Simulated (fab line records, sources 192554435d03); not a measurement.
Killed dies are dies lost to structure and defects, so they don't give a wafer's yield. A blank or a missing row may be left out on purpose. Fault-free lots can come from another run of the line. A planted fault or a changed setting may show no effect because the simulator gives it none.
Chamber matching | flow n5-finfet | N5_BEOL_M15_DEP_53 on pecvd-02 has 3 sister chambers
The step deposits SiCN from 3MS/NH3, target thk 50 nm, time 17.8 s. 6 wafers are shown with their chamber, then 9 later ones without.

EACH WAFER AND ITS CHAMBER
wafer  | chamber | throttle-valve-pct (%) | showerhead-plenum-p-Torr (Torr)
L088.2 | 0       | 18.5                   | 4.174
L088.3 | 1       | 19.7                   | 4.191
L088.5 | 2       | 17.8                   | 4.186
L089.2 | 2       | 17.8                   | 4.184
L089.4 | 0       | 18.3                   | 4.161
L089.6 | 1       | 19.9                   | 4.193

WAFERS WHOSE CHAMBER IS MISSING
wafer  | throttle-valve-pct (%) | showerhead-plenum-p-Torr (Torr)
L091.2 | 19.8                   | 4.192
L091.4 | 17.9                   | 4.178
L091.6 | 19.9                   | 4.193
L094.4 | 17.8                   | 4.185
L094.5 | 17.8                   | 4.184
L094.6 | 18.4                   | 4.178
L097.1 | 18.6                   | 4.178
L097.4 | 16.1                   | 4.186
L097.5 | 18.3                   | 4.177

THE CHAMBER EACH PASSED THROUGH
wafer  | from the rows above | in truth
L091.2 | 1                   | 1
L091.4 | 2                   | 2
L091.6 | 1                   | 1
L094.4 | 2                   | 2
L094.5 | 2                   | 2
L094.6 | 0                   | 0
L097.1 | 0                   | 0
L097.4 | 2                   | 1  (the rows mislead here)
L097.5 | 0                   | 0
Placed correctly: 8 of 9. Left unplaced by these rows: 0. Number placed wrongly: 1.
How it was worked out, from the rows above alone: a wafer's distance from a chamber is the root of the sum, over the readings, of the square of ((its reading less the chamber's mean) divided by the reading's scatter). The wafer belongs to the nearest chamber; if the next one is less than 2 further off, it can't be placed. A chamber's mean is the mean of its shown wafers. The scatter is the square root of a quotient: the sum, over the shown wafers, of each reading's squared deviation from its chamber's mean, divided by wafers minus chambers.
